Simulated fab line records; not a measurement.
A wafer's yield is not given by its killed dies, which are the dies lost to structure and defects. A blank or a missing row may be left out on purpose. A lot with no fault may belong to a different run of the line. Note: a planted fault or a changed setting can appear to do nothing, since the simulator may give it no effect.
Comparing a struck lot with a sound one | flow nand-harc | 15 out of 1159 route steps
Sound: the wafers L978.1, L978.4, L978.6. Struck: wafer L983.4 (L983.1, L983.3, from the same lot, were not struck and are left out); the cause is given at the end.
At each step with rows: each side's tool, then ch and its chambers, then its first start. Under that, the readings that differ: sound wafers | struck wafers | difference of the means | sigmas: that difference in standard deviations of wafers without a fault.
alike: words and numbers the same on both sides, and readings whose means are apart by under 2 such deviations; not compared: readings that were withheld, readings missing a value for some wafer, numbers with overlapping values and no deviation given by the record, and bounds like >300 which may hide the same value.
Wherever a step has rows on one side only, a row that says differs or no value, or a row with sigmas, the two part there. Non-overlapping numbers with no deviation appear without sigmas and do not part them. A reading missing from all wafers of one side parts the sides only when that side holds two or more wafers.

NHARC_A_CHANNEL_HOLE_D1_STRIP_27: strips in O2.
  sound on rie-diel-10 ch 1,2,3; struck on rie-diel-02 ch 3
  reading               | sound             | struck | difference | sigmas
  oes-product-au (a.u.) | 1.009 1.009 0.999 | 0.988  | -0.018     | -2
  alike: drypump-motor-current-A, rf-vpp-V, showerhead-plenum-p-Torr, throttle-valve-pct
  not compared: rf-hours-counter-h
then, 2 steps without rows for these wafers: NHARC_A_CHANNEL_HOLE_D1_PRECLEAN_28 (cleans in SC1); NHARC_A_CHANNEL_HOLE_D1_SRD_29.
NHARC_A_CHANNEL_HOLE_D1_CD_MEAS_30:
  sound on cd-sem-01, day 8 23:19; struck on cd-sem-02, day 9 15:58
  alike: cd-nm
NHARC_A_CHANNEL_HOLE_D1_XSEM_31:
  sound on xsem-01 ch 0, day 8 23:25; struck on xsem-02 ch 0, day 9 16:03
  alike: bot-cd-nm, bow-nm, tilt-deg
NHARC_A_CHANNEL_HOLE_D1_INSPECT_40:
  sound on defect-inspect-01, day 8 23:31; struck on defect-inspect-02, day 9 16:09
  alike: raw-defect-count
then, 2 steps without rows for these wafers: NHARC_A_CHANNEL_FILL_D1_PRECLEAN_00 (cleans in SC1); NHARC_A_CHANNEL_FILL_D1_SRD_01.
NHARC_A_CHANNEL_FILL_D1_ALD_02: deposits SiO2, target thk 6 nm, pulse time 10 s, ald cycles 60.
  sound on ald-hk-02 ch 0,1, day 9 02:38; struck on ald-hk-01 ch 2, day 9 16:21
  alike: heater-power-w, precursor-pulse-height-rel
  not compared: ald-cycles
then, 1 step without rows for these wafers: NHARC_A_CHANNEL_FILL_D1_ALD_03 (deposits SiNx, target thk 6 nm, pulse time 60 s, ald cycles 58).
NHARC_A_CHANNEL_FILL_D1_ALD_14: deposits SiO2, target thk 2.5 nm, pulse time 10 s, ald cycles 25.
  sound on ald-hk-02 ch 0,2, day 9 09:30; struck on ald-hk-02 ch 3, day 9 23:07
  alike: heater-power-w, precursor-pulse-height-rel
  not compared: ald-cycles
NHARC_A_CHANNEL_FILL_D1_ALD_15: deposits SiNx, target thk 2 nm, pulse time 60 s, ald cycles 19.
  sound on ald-sin-batch-01 ch 0; struck on ald-sin-batch-03 ch 0
  alike: precursor-pulse-height-rel
  not compared: ald-cycles
NHARC_A_CHANNEL_FILL_D1_ALD_16: deposits SiO2, target thk 1.5 nm, pulse time 10 s, ald cycles 15.
  sound on ald-hk-01 ch 1,3, day 9 15:32; struck on ald-hk-01 ch 3, day 10 04:01
  reading    | sound    | struck | difference | sigmas
  ald-cycles | 15 15 15 | 6      | -9         |
  alike: heater-power-w, precursor-pulse-height-rel
then, 1 step without rows for these wafers: NHARC_A_CHANNEL_FILL_D1_ANNEAL_17 (time 1800 s).
-- break in the record here, with 10 days between the starts of the struck wafers on either side (left off in module A_CHANNEL_FILL_D1, picked up again in module END, where the first step shown is number 1159 on the route) --
NHARC_END_SORT_01:
  sound on prober-01 ch 0, day 19 14:06; struck on prober-01 ch 0, day 20 00:29
  alike: killed-at-array, killed-at-other, killed-at-periphery, killed-dies, killed-open, killed-short

== WHERE THEY PART ==
NHARC_A_CHANNEL_HOLE_D1_STRIP_27 only, going by this record. Later steps at which nothing parts them and some readings are alike: NHARC_A_CHANNEL_HOLE_D1_CD_MEAS_30, NHARC_A_CHANNEL_HOLE_D1_XSEM_31, NHARC_A_CHANNEL_HOLE_D1_INSPECT_40, NHARC_A_CHANNEL_FILL_D1_ALD_02, NHARC_A_CHANNEL_FILL_D1_ALD_14, NHARC_A_CHANNEL_FILL_D1_ALD_15, NHARC_A_CHANNEL_FILL_D1_ALD_16, NHARC_END_SORT_01.

WHY: what the simulator had put in
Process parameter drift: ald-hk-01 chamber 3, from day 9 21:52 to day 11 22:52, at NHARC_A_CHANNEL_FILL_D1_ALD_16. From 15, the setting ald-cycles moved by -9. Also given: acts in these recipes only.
